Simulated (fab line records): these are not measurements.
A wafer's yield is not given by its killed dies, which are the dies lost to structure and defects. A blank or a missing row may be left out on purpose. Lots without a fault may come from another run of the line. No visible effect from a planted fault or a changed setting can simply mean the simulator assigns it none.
Chamber matching + flow nandHarc + NHARC_A_SGD_CUT_DEP_00 on pecvd-04: 3 sister chambers
The step deposits SiNx, target thk 50 nm. 6 wafers are shown with their chamber, then 9 later ones without.

EACH WAFER AND ITS CHAMBER
| wafer  | chamber | heaterPowerW (W) |
|--------|---------|------------------|
| L577.1 | 2       | 766              |
| L577.3 | 1       | 646              |
| L577.6 | 0       | 733              |
| L579.2 | 2       | 822              |
| L579.4 | 0       | 772              |
| L579.5 | 1       | 754              |

WAFERS WITH NO CHAMBER GIVEN
| wafer  | heaterPowerW (W) |
|--------|------------------|
| L578.2 | 633              |
| L578.3 | 727              |
| L578.4 | 720              |
| L583.2 | 759              |
| L583.3 | 702              |
| L583.4 | 765              |
| L594.1 | 761              |
| L594.3 | 592              |
| L594.4 | 598              |

WHICH CHAMBER EACH WENT THROUGH
| wafer  | from the rows above          | in truth |
|--------|------------------------------|----------|
| L578.2 | can't be placed: 1 or 0 or 2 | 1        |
| L578.3 | can't be placed: 0 or 1 or 2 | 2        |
| L578.4 | can't be placed: 1 or 0 or 2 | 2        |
| L583.2 | can't be placed: 0 or 2 or 1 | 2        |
| L583.3 | can't be placed: 1 or 0 or 2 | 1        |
| L583.4 | can't be placed: 0 or 2 or 1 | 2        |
| L594.1 | can't be placed: 0 or 2 or 1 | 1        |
| L594.3 | can't be placed: 1 or 0 or 2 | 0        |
| L594.4 | can't be placed: 1 or 0 or 2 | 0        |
Correctly placed: 0 of 9. These rows do not allow placing 9 (true chamber among the candidates in 9). 0 placed wrongly.
How it was worked out, from the rows above alone: a wafer's distance from a chamber is the root of the sum, over the readings, of the square of ((its reading less the chamber's mean) divided by the reading's scatter). The wafer belongs to the nearest chamber; if the next one is less than 2 further off, it can't be placed. Each chamber's mean is taken over the wafers shown for it. The scatter is the square root of a quotient: the sum, over the shown wafers, of each reading's squared deviation from its chamber's mean, divided by wafers minus chambers.
